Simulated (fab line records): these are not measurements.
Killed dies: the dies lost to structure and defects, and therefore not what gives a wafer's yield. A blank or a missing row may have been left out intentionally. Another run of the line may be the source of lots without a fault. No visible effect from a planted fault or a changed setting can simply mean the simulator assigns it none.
One fault through the eyes of 2 desks || flow n5Finfet || what lay behind the numbers comes last; until then each desk has only its own

THE TOOL OWNER'S DESK: lithoTrack-02
The tool's own readings at N5_MOL_CONTACT_COAG_COAT_02 (resist thk 30 nm): means of the sampled wafers that have a number, for each lot that ran on this tool. A lot is out of limits, marked OUT, if its mean lies more than 4 standard deviations from the usual mean; the brackets give that distance.
Columns: A = dispensePressureKPa at N5_MOL_CONTACT_COAG_COAT_02, usual 47.8 kPa; B = spinSpeedRpm at N5_MOL_CONTACT_COAG_COAT_02, usual 1500.0 rpm
{"lot": "L965", "first seen here": "day 5 08:55", "A": 44.7, "B": 1499.7}
{"lot": "L977", "first seen here": "day 8 09:15", "A": 44.7, "B": "1440.3 (-62) OUT"}
{"lot": "L978", "first seen here": "day 8 14:23", "A": 44.7, "B": "1440.1 (-62) OUT"}
Finding of this desk: L977, L978 out of limits; the first was L977 at day 8 09:15, on spinSpeedRpm at N5_MOL_CONTACT_COAG_COAT_02. L965: within limits.

THE METROLOGY DESK
What the gauges read, lot by lot, whatever tool the lot ran on: means of the sampled wafers that have a number. A lot is out of limits, marked OUT, if its mean lies more than 4 standard deviations from the usual mean; the brackets give that distance. Only the readings that lie furthest out on some lot appear, 7 of the 10 it has.
Columns: A = DIBL_N at N5_BEOL_M4_RC_MEAS_101, usual 36.8 mV/V; B = DIBL_P at N5_BEOL_M4_RC_MEAS_101, usual 37.0 mV/V; C = IOFF_N at N5_BEOL_M4_RC_MEAS_101, usual 0.18 nA/um; D = ION_N at N5_BEOL_M4_RC_MEAS_101, usual 680 uA/um; E = ION_P at N5_BEOL_M4_RC_MEAS_101, usual 466 uA/um; F = SS_N at N5_BEOL_M4_RC_MEAS_101, usual 71.7 mV/dec; G = VT_N at N5_BEOL_M4_RC_MEAS_101, usual 248 mV
{"lot": "L965", "first seen here": "day 9 05:19", "A": 35.3, "B": 36.9, "C": 0.17, "D": 682, "E": 460, "F": 71.2, "G": 247}
{"lot": "L977", "first seen here": "day 11 13:16", "A": 34.6, "B": 33.6, "C": 0.13, "D": 660, "E": 462, "F": 71.1, "G": 253}
{"lot": "L978", "first seen here": "day 11 15:32", "A": 39.9, "B": 38.1, "C": 0.22, "D": 680, "E": 455, "F": 73.1, "G": 247}
{"lot": "L979", "first seen here": "day 11 20:40", "A": 38.1, "B": 35.3, "C": 0.17, "D": 678, "E": 469, "F": 71.8, "G": 248}
This desk found nothing out of limits on any of the 4 lots.

PUT TOGETHER
At day 8 09:15, on L977, L978, the tool owner's desk was in a position to raise an alarm.
At the metrology desk, nothing out of limits was observed.
The metrology desk has L977, L978 on record, within its limits.
Of the lots named, all ran N5_MOL_CONTACT_COAG_COAT_02 on lithoTrack-02.

WHAT HAD BEEN PUT IN BY THE SIMULATOR
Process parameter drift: lithoTrack-02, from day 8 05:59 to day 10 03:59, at N5_MOL_CONTACT_COAG_COAT_02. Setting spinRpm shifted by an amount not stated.
Shown lots that were struck: L977, L978.
Each desk's first reading out of limits, in hours after the fault started: the tool owner's desk, 3.
